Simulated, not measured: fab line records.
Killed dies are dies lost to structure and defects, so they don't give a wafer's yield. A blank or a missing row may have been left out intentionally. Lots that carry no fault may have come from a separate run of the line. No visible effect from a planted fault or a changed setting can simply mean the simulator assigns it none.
A struck lot beside a sound one	flow n5 finfet	16 out of 1938 route steps
Sound: the wafers L638.1, L638.3, L638.5. The struck wafers were L646.2, L646.3, L646.6. The cause is named last.
Order at every step that has rows: each side's tool, ch and its chambers, its first start. Under that, the readings that differ: sound wafers	struck wafers	difference of the means	sigmas: that difference in standard deviations of wafers without a fault.
alike: a reading whose means differ by less than 2 such deviations, as well as words and numbers matching on both sides. not compared: withheld readings; readings where some wafer has no value; bounds like >300 that might hide an equal value; numbers whose values overlap and for which the record gives no deviation.
Wherever a step has rows on one side only, a row that says differs or no value, or a row with sigmas, the two part there. When numbers do not overlap yet have no deviation, they are printed without sigmas and do not part them. A reading that every wafer of one side lacks parts them only if that side has two wafers or more.

first, 1 step without rows for these wafers: N5_MOL_CONTACT_COAG_DESCUM_13 (chemistry O2, time 7 s).
N5_MOL_CONTACT_COAG_ETCH_59: etches underlayer in N2/H2, target depth 13 nm, time 10.4 s.
  sound on rie diel-01 ch 1,2,3, day 6 02:02; struck on rie diel-06 ch 1,2, day 7 22:14
  alike: drypump motor current A, etch rf on time s, oes product au, rf fwd power W, rf vpp V, showerhead plenum p Torr, throttle valve pct
  not compared: rf hours counter h
N5_MOL_CONTACT_COAG_ETCH_105: etches SiARC in CF4, target depth 15.6 nm, time 26 s.
  sound on rie diel-01 ch 1,2,3, day 6 02:04; struck on rie diel-06 ch 1,2, day 7 22:16
reading	sound	struck	difference	sigmas
etch rf on time s (s)	26.4 26.5 27.0	24.3 24.9 24.2	-2.2	-2
  alike: drypump motor current A, oes product au, rf fwd power W, rf vpp V, showerhead plenum p Torr, throttle valve pct
  not compared: rf hours counter h
N5_MOL_CONTACT_COAG_ETCH_106: etches SOC in N2/H2, target depth 80 nm, overetch 16 nm, time 120 s.
  sound on rie diel-01 ch 1,2,3, day 6 02:05; struck on rie diel-06 ch 1,2, day 7 22:17
  alike: drypump motor current A, oes product au, rf fwd power W, rf vpp V, showerhead plenum p Torr, throttle valve pct
  not compared: rf hours counter h
then, 2 steps without rows for these wafers: N5_MOL_CONTACT_COAG_STRIP_107 (strips in N2/H2); N5_MOL_CONTACT_COAG_STRIP_108 (strips in N2/H2).
N5_MOL_CONTACT_COAG_CONTACT_ETCH_14: etches SiO2 in C4F6/O2, target depth 27.5 nm, overetch 8.5 nm, time 20 s.
  sound on rie diel-01 ch 1,2,3, day 6 02:11; struck on rie diel-06 ch 1,2, day 7 22:23
  alike: drypump motor current A, oes product au, rf fwd power W, rf vpp V, showerhead plenum p Torr, throttle valve pct
  not compared: rf hours counter h
then, 3 steps without rows for these wafers: N5_MOL_CONTACT_COAG_STRIP_109 (strips in C4F6/O2); N5_MOL_CONTACT_COAG_ETCH_15 (etches SiNx in CH3F/O2, stops on Si:P, target depth 7 nm); N5_MOL_CONTACT_COAG_ETCH_110 (etches Si in CF4/O2, target depth 2.5 nm, time 8 s).
N5_MOL_CONTACT_COAG_STRIP_98: strips in N2/H2.
  sound on rie diel-01 ch 1,2,3, day 6 02:20; struck on rie diel-06 ch 1,2, day 7 22:32
  alike: drypump motor current A, oes product au, rf vpp V, showerhead plenum p Torr, throttle valve pct
  not compared: rf hours counter h
N5_MOL_CONTACT_COAG_CD_MEAS_99 targets a cd of 17.2 nm.
  sound on cd sem-02 at day 6 02:24; struck on cd sem-02 at day 7 22:36
  alike: cd nm
N5_MOL_CONTACT_COAG_IMPLANT_129:
  sound on implanter-01 ch 0, day 6 02:26; struck on implanter-01 ch 0, day 7 22:40
reading	sound	struck	difference	sigmas
beam on s (s)	36 37 35	16 17 17	-19	-6
dose ions cm2	6.008e+14 5.994e+14 5.999e+14	2.671e+14 2.664e+14 2.67e+14	-3.332e+14	-99 or more
then, 1 step without rows for these wafers: N5_MOL_CONTACT_COAG_PRECLEAN_111 (cleans in NF3:NH3, afs cycles 1, time 20 s, sublimation time 60 s).
-- record jumps: 4 days separate the struck wafers' starts on either side; left off in module MOL_CONTACT_COAG, taken up again in module BEOL_M4, whose first shown step is the route's number 1111 --
N5_BEOL_M4_RC_MEAS_101:
  sound on prober-01 ch 0, day 9 03:13; struck on prober-02 ch 0, day 11 13:49
  alike: DIBL_N, DIBL_P, IOFF_N, IOFF_P, ION_N, ION_P, SS_N, SS_P, VT_N, VT_P
-- the record jumps here: 4 days lie between the struck wafers' starts before and after (it left off in module BEOL_M4 and takes up again in module PASSIVATION, whose first step shown is number 1936 of the route) --
N5_PASSIVATION_PROBE_49:
  record: rows for the struck wafers here (prober-01, day 15 23:48), none for the sound ones

## WHERE THEY PART
Earliest at N5_MOL_CONTACT_COAG_ETCH_105; latest, in this record, at N5_PASSIVATION_PROBE_49.

WHY: whatever the simulator had introduced
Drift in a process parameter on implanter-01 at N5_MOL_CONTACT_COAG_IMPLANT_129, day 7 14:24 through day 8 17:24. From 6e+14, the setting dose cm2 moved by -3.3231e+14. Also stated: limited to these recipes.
